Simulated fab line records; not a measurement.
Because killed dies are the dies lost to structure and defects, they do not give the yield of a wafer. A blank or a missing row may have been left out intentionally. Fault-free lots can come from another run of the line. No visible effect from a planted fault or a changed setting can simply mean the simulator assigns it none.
Split-lot study    flow n5_finfet    7 lots, 21 wafers read, on a route of 1938 steps

## SPLIT DETAILS
At N5_HKMG_FIN_DESCUM_17 (chemistry O2, time 7.9 s), the setting time_s was moved away from the recipe's 7.9 s on 10 of the 21 wafers read, by -21.8% to +8.3%. For the rest of the wafers, this setting stayed at what the recipe calls for.

Between the split and the reading, the file records no step.

## THE READING
CAR-ArF_of_HKMG_FIN_COAT_06.thk_nm (the simulator's own value, which no gauge read), in nm, at N5_HKMG_FIN_ETCH_31 (etches SiARC in CF4, target depth 45.5 nm, time 75.8 s). The file gives no usual value for it. Here, 11 wafers ran the recipe; their average is 51.0 nm with a standard deviation of 0.31 nm.

wafer   tool, chamber at the split  time_s as run, s  against the recipe  CAR-ArF_of_HKMG_FIN_COAT_06.thk_nm, nm  against lot-mates on the recipe
L074.2  rie_diel-04, 1              6.729             -14.8%              51.8                                    no lot-mate on the recipe
L074.3  rie_diel-04, 2              6.729             -14.8%              51.8                                    no lot-mate on the recipe
L074.6  rie_diel-04, 2              6.729             -14.8%              51.8                                    no lot-mate on the recipe
L075.2  rie_diel-03, 1,3,2          7.9               recipe              51.2                                    -
L075.6  rie_diel-03, 1,3,2          7.9               recipe              51.2                                    -
L075.3  rie_diel-03, 1,3,2          7.9               recipe              51                                      -
L084.1  rie_diel-03, 0              6.181             -21.8%              52.6                                    +1.0
L084.5  rie_diel-03, 1              7.9               recipe              51.6                                    -
L084.6  rie_diel-03, 2              6.181             -21.8%              52.4                                    +0.8
L085.2  rie_diel-03, 3              7.9               recipe              51                                      -
L085.4  rie_diel-03, 0              6.704             -15.1%              51.8                                    +0.8
L085.6  rie_diel-03, 0              6.704             -15.1%              51.6                                    +0.6
L087.3  rie_diel-06, 0              7.9               recipe              50.8                                    -
L087.4  rie_diel-06, 1              7.9               recipe              50.4                                    -
L087.6  rie_diel-06, 3              6.913             -12.5%              51.4                                    +0.8
L088.1  rie_diel-03, 1              8.553             +8.3%               50.8                                    -0.4
L088.4  rie_diel-03, 2              8.553             +8.3%               50.8                                    -0.4
L088.3  rie_diel-03, 3              7.9               recipe              51.2                                    -
L090.2  rie_diel-03, 0              7.9               recipe              50.8                                    -
L090.3  rie_diel-03, 1              7.9               recipe              50.6                                    -
L090.5  rie_diel-03, 2              7.9               recipe              51                                      -
The file does not say which wafer passed through which chamber wherever a row lists several chambers: such a row stands for several wafers.

FIT RESULTS
A straight line over all 21 wafers: CAR-ArF_of_HKMG_FIN_COAT_06.thk_nm changes by -0.0544 nm for each +1% of time_s; r = -0.88; the points scatter about the line by 0.29 nm.
The same after taking each lot's own level away (the mean of its wafers on the recipe; 18 wafers): -0.0452 nm for each +1%; r = -0.95; scatter 0.14 nm.
That fit puts the effect of the largest move of time_s on the reading at 0.98 nm.
The lots' own levels span 50.60 to 51.60 nm, that is 3.2 times the standard deviation above.
So the slope is not independent of the lot-to-lot level: the two fits are not the same.
Check: for one of the wafers moved furthest among these (-21.8%), held out of the fit, the line's prediction against its lot-mates is +0.981 nm. It came out at +1 nm against them.

## OTHER SPLITS ON THESE WAFERS
Other splits were also applied to these wafers ahead of the reading. Each is held against what the fit with the lots' levels taken away leaves over:
other split on the same wafers        wafers away from the commonest value  r with CAR-ArF_of_HKMG_FIN_COAT_06.thk_nm (lot level and that fit taken away)
N5_WELL_APT_COAT_02 spin_rpm          6                                     -0.12
N5_WELL_APT_EXPOSE_05 dose_mj         7                                     -0.11
N5_DUMMY_GATE_COAT_28 spin_rpm        5                                     -0.04
N5_SD_EPI_N_ETCH_45 target_depth_a    4                                     +0.18
N5_SD_EPI_N_EPI_21 epi_growth_time_s  6                                     +0.08
N5_HKMG_FIN_COAT_43 spin_rpm          4                                     -0.19
N5_HKMG_FIN_DESCUM_53 time_s          6                                     +0.01
N5_HKMG_FIN_PWFM_ALD_03 ald_cycles    10                                    +0.44

## THE WHOLE CHAIN: every reading that the file lists as answering this split, in the file's order
step                   what it does                                            reading                                                                              change (the file's fit)                 r (the file's)
N5_HKMG_FIN_DESCUM_17  chemistry O2, time 7.9 s                                CAR-ArF_of_HKMG_FIN_COAT_06.thk_nm (the simulator's own value, which no gauge read)  -0.0429 nm for each +1% of the setting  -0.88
N5_HKMG_FIN_ETCH_31    etches SiARC in CF4, target depth 45.5 nm, time 75.8 s  CAR-ArF_of_HKMG_FIN_COAT_06.thk_nm (the simulator's own value, which no gauge read)  -0.0469 nm for each +1% of the setting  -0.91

## THE FILE'S OWN FIT
CAR-ArF_of_HKMG_FIN_COAT_06.thk_nm changes by -0.0469 nm for each +1% of time_s, r = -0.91.
